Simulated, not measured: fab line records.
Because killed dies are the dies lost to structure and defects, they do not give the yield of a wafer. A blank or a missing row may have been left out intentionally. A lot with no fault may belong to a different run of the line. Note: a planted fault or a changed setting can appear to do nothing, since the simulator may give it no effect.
Chamber matching :: flow nand-harc :: NHARC_P_BONDPAD_CMP_19 on cmp-03: 4 sister chambers
The step polishes, t overpolish 30 s, cu recess touch 16 s, target thk 160.81 nm. 22 wafers are shown with their chamber, then 11 later ones without.

## WAFERS PAIRED WITH THEIR CHAMBERS
wafer: L075.2
chamber: 0
motor-current-A (A): 13.0
overpolish-run-s (s): 29.989

wafer: L075.5
chamber: 0
motor-current-A (A): 13.1
overpolish-run-s (s): 30.013

wafer: L075.6
chamber: 3
motor-current-A (A): 12.0
overpolish-run-s (s): 29.993

wafer: L076.1
chamber: 1
motor-current-A (A): 11.7
overpolish-run-s (s): 30.018

wafer: L076.2
chamber: 3
motor-current-A (A): 12.4
overpolish-run-s (s): 30.005

wafer: L076.6
chamber: 0
motor-current-A (A): 12.8
overpolish-run-s (s): 29.992

wafer: L078.1
chamber: 0
motor-current-A (A): 12.7
overpolish-run-s (s): 30.025

wafer: L078.2
chamber: 3
motor-current-A (A): 12.0
overpolish-run-s (s): 30.004

wafer: L078.3
chamber: 1
motor-current-A (A): 11.6
overpolish-run-s (s): 30.011

wafer: L081.2
chamber: 0
motor-current-A (A): 13.1
overpolish-run-s (s): 29.983

wafer: L081.3
chamber: 1
motor-current-A (A): 11.4
overpolish-run-s (s): 30.002

wafer: L081.5
chamber: 1
motor-current-A (A): 12.0
overpolish-run-s (s): 29.991

wafer: L083.2
chamber: 0
motor-current-A (A): 12.5
overpolish-run-s (s): 30.016

wafer: L083.3
chamber: 1
motor-current-A (A): 12.0
overpolish-run-s (s): 29.999

wafer: L083.4
chamber: 2
motor-current-A (A): 11.2
overpolish-run-s (s): 30.003

wafer: L088.4
chamber: 0
motor-current-A (A): 13.1
overpolish-run-s (s): 30.015

wafer: L088.5
chamber: 0
motor-current-A (A): 12.5
overpolish-run-s (s): 29.990

wafer: L088.6
chamber: 3
motor-current-A (A): 12.3
overpolish-run-s (s): 29.995

wafer: L085.2
chamber: 2
motor-current-A (A): 11.1
overpolish-run-s (s): 29.997

wafer: L085.3
chamber: 3
motor-current-A (A): 12.8
overpolish-run-s (s): 29.990

wafer: L085.5
chamber: 0
motor-current-A (A): 12.2
overpolish-run-s (s): 30.012

wafer: L086.3
chamber: 3
motor-current-A (A): 13.1
overpolish-run-s (s): 30.009

SIGNATURES (means of the wafers above)
reading: motor-current-A
chamber 0: 12.778
chamber 1: 11.740
chamber 2: 11.150
chamber 3: 12.433
scatter within a chamber: 0.342

reading: overpolish-run-s
chamber 0: 30.00389
chamber 1: 30.00420
chamber 2: 30.00000
chamber 3: 29.99933
scatter within a chamber: 0.012
Rule: for each reading, subtract the chamber's mean from the wafer's reading, divide by that reading's scatter and square the result; add these up over the readings and take the root, which gives the wafer's distance from the chamber. If the next closest chamber is less than 2 further off than the closest, the wafer can't be placed; otherwise it belongs to the closest. The scatter: the root of (the sum of the squares of (reading less its chamber's mean) over the shown wafers, divided by (wafers less chambers)).

## WAFERS WHOSE CHAMBER IS MISSING
wafer: L086.5
motor-current-A (A): 12.2
overpolish-run-s (s): 30.010

wafer: L086.6
motor-current-A (A): 11.6
overpolish-run-s (s): 29.994

wafer: L090.1
motor-current-A (A): 13.0
overpolish-run-s (s): 29.984

wafer: L090.5
motor-current-A (A): 12.8
overpolish-run-s (s): 30.004

wafer: L090.6
motor-current-A (A): 12.7
overpolish-run-s (s): 30.003

wafer: L094.2
motor-current-A (A): 11.8
overpolish-run-s (s): 30.011

wafer: L094.3
motor-current-A (A): 13.3
overpolish-run-s (s): 29.997

wafer: L094.6
motor-current-A (A): 11.4
overpolish-run-s (s): 30.002

wafer: L093.3
motor-current-A (A): 12.4
overpolish-run-s (s): 29.999

wafer: L093.5
motor-current-A (A): 12.1
overpolish-run-s (s): 29.997

wafer: L093.6
motor-current-A (A): 11.4
overpolish-run-s (s): 30.013

## CHAMBER TAKEN BY EACH
wafer: L086.5
from the rows above: can't be placed: 3 or 1 or 0
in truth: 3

wafer: L086.6
from the rows above: can't be placed: 1 or 2 or 3
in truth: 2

wafer: L090.1
from the rows above: can't be placed: 0 or 3
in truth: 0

wafer: L090.5
from the rows above: can't be placed: 0 or 3
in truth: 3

wafer: L090.6
from the rows above: can't be placed: 0 or 3
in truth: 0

wafer: L094.2
from the rows above: can't be placed: 1 or 3 or 2
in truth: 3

wafer: L094.3
from the rows above: can't be placed: 0 or 3
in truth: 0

wafer: L094.6
from the rows above: can't be placed: 2 or 1
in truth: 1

wafer: L093.3
from the rows above: can't be placed: 3 or 0 or 1
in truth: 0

wafer: L093.5
from the rows above: can't be placed: 3 or 1 or 0 or 2
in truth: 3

wafer: L093.6
from the rows above: can't be placed: 1 or 2 or 3
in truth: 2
Correct placement for 0 of the 11. Can't be placed from these rows: 11 (the true chamber is among the candidates in 11). Wrongly placed: 0.
